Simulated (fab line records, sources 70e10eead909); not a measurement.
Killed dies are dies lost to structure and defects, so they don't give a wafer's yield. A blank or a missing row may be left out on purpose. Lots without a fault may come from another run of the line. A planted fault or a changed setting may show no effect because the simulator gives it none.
A struck lot beside a sound one | flow nand_harc | 15 steps out of a route of 1302
Sound: wafers L983.2, L983.4, L983.5. Struck: wafers L975.2, L975.3. (L975.1 of the same lot was not struck and is left out.) The cause comes at the end.
At each step with rows: each side's tool, then ch and its chambers, then its first start. Under that, the readings that differ: sound wafers | struck wafers | difference of the means | sigmas: that difference in standard deviations of wafers without a fault.
alike: readings whose means differ by less than 2 such deviations, and words and numbers that are the same on both sides. not compared: withheld readings, readings that some wafer has no value for, bounds like >300 that may hide the same value, and numbers for which the record gives no deviation and whose values overlap.
The two part at a step that has a row with sigmas, a row that says differs or no value, or rows on one side only. Numbers that don't overlap but have no deviation are shown without sigmas and don't part them. A reading that every wafer of one side lacks parts them only if that side has two wafers or more.

NHARC_P_M0_OVL_MEAS_10: pitch 180 nm.
  sound on overlay-01, day 14 02:01; struck on overlay-02, day 10 23:52
  alike: overlay_x_nm, overlay_y_nm
NHARC_P_M0_INSPECT_11:
  sound on defect_inspect-01, day 14 02:04; struck on defect_inspect-01, day 10 23:55
  alike: raw_defect_count
then, 1 step without rows for these wafers: NHARC_P_M0_DESCUM_14 (chemistry O2, time 3 s).
NHARC_P_M0_ETCH_34: etches the open film in N2/H2, target depth 40 nm, overetch 12 nm, time 43.94 s.
  sound on rie_diel-10 ch 0,2,3, day 14 02:13; struck on rie_diel-11 ch 0,2, day 11 00:04
  alike: drypump_motor_current_A, oes_product_au, rf_vpp_V, showerhead_plenum_p_Torr, throttle_valve_pct
  not compared: rf_hours_counter_h
NHARC_P_M0_ETCH_15: etches the open film in C4F8/Ar, target depth 150 nm, overetch 15 nm, time 82.5 s.
  sound on rie_diel-10 ch 1,2,3; struck on rie_diel-11 ch 0,1
  alike: oes_product_au, rf_vpp_V
  not compared: rf_hours_counter_h
NHARC_P_M0_CD_MEAS_16:
  sound on cd_sem-03, day 14 02:25; struck on cd_sem-03, day 11 00:16
  alike: cd_nm
then, 2 steps without rows for these wafers: NHARC_P_M0_STRIP_18 (strips in N2/H2); NHARC_P_M0_STRIP_19 (strips in post etch residue remover, time 600 s).
NHARC_P_M0_DEGAS_28: time 60 s.
  sound on pvd_sputter-02, day 14 03:02; struck on pvd_sputter-01, day 11 00:53
  alike: heater_power_w
then, 1 step without rows for these wafers: NHARC_P_M0_PRE_CLEAN_29 (time 30 s).
NHARC_P_M0_PVD_20: deposits TaN, target thk 5 nm, time 8.06 s.
  sound on pvd_sputter-02; struck on pvd_sputter-01
  alike: throttle_valve_pct
then, 1 step without rows for these wafers: NHARC_P_M0_PVD_21 (deposits Cu, target thk 30 nm, time 20.49 s).
NHARC_P_M0_ECD_22: material Cu, target thk 400 nm.
  sound on ecd_cu-02 ch 0,1, day 14 03:26; struck on ecd_cu-01 ch 0,1, day 11 01:15
NHARC_P_M0_ANNEAL_30: time 90 s.
  sound on rtp_anneal-01 ch 0, day 14 03:49; struck on rtp_anneal-01 ch 0, day 11 01:38
  reading           | sound                | struck        | difference | sigmas
  anneal_temp_c (C) | 224.92 224.62 225.00 | 225.39 225.43 | +0.56      | +3
  alike: wafer_temp_C_max
NHARC_P_M0_CMP_23: polishes, t overpolish 20 s, target thk 117.54 nm.
  sound on cmp-04 ch 0,1,2, day 14 04:08; struck on cmp-03 ch 1,2, day 11 01:58
  reading                | sound          | struck  | difference | sigmas
  time_to_endpoint_s (s) | 30.0 30.3 28.9 | 5.9 8.1 | -22.7      | -9
  alike: motor_current_A, slurry_flow_ml_min

WHERE THEY PART
First at NHARC_P_M0_ANNEAL_30; last, within this record, at NHARC_P_M0_CMP_23.

WHY: what the simulator had put in
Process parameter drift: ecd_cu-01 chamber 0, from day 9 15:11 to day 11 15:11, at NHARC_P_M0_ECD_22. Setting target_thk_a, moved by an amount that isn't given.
